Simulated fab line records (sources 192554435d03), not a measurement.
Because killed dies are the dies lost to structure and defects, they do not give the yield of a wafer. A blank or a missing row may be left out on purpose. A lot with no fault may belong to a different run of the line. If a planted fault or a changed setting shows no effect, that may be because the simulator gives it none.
Chamber matching    flow n5-finfet    rie-diel-02 running N5_FIN_SAQP_ETCH_67: 4 sister chambers
The step etches SiNx in CH3F/O2, target depth 30 nm. 16 wafers are shown with their chamber, then 8 later ones without.

== WAFERS, EACH WITH ITS CHAMBER ==
wafer   chamber  showerhead-plenum-p-Torr (Torr)  throttle-valve-pct (%)  drypump-motor-current-A (A)
L076.2  1        2.11                             16.23                   5.4
L076.3  2        1.98                             16.54                   5.8
L076.5  0        1.85                             16.42                   6.3
L077.3  3        1.95                             16.24                   6.0
L077.5  0        1.85                             16.44                   6.4
L077.6  3        1.95                             16.24                   5.9
L080.1  1        2.11                             16.25                   5.4
L080.3  3        1.95                             16.26                   6.0
L080.5  1        2.11                             16.24                   5.4
L081.1  0        1.85                             16.44                   6.4
L081.3  1        2.11                             16.25                   5.4
L081.6  0        1.85                             16.43                   6.3
L082.2  2        1.98                             16.57                   5.8
L082.3  1        2.10                             16.25                   5.4
L082.5  1        2.10                             16.24                   5.3
L084.1  1        2.10                             16.25                   5.4

SIGNATURES, as means of the wafers listed above
reading                   chamber 0  chamber 1  chamber 2  chamber 3  scatter within a chamber
showerhead-plenum-p-Torr  1.8500     2.1057     1.9800     1.9500     0.00378
throttle-valve-pct        16.4325    16.2443    16.5550    16.2467    0.0107
drypump-motor-current-A   6.350      5.386      5.800      5.967      0.0459
Rule: a wafer's distance from a chamber is the root of the sum, over the readings, of the square of ((its reading less the chamber's mean) divided by the reading's scatter). The wafer belongs to the nearest chamber; if the next one is less than 2 further off, it can't be placed. The scatter: the root of (the sum of the squares of (reading less its chamber's mean) over the shown wafers, divided by (wafers less chambers)).

== WAFERS WITHOUT THEIR CHAMBER ==
wafer   showerhead-plenum-p-Torr (Torr)  throttle-valve-pct (%)  drypump-motor-current-A (A)
L084.2  1.97                             16.57                   5.8
L084.4  1.95                             16.27                   5.9
L087.1  1.97                             16.59                   5.8
L087.4  2.10                             16.28                   5.4
L087.5  1.97                             16.58                   5.8
L091.1  1.94                             16.30                   6.0
L091.3  1.97                             16.60                   5.8
L091.5  1.97                             16.61                   5.8

== WHICH CHAMBER EACH ONE RAN IN ==
wafer   from the rows above  in truth
L084.2  2                    2
L084.4  3                    3
L087.1  2                    2
L087.4  1                    1
L087.5  2                    2
L091.1  3                    3
L091.3  2                    2
L091.5  2                    2
Placed correctly: 8 of 8. Can't be placed from these rows: 0. Wrongly placed: 0.
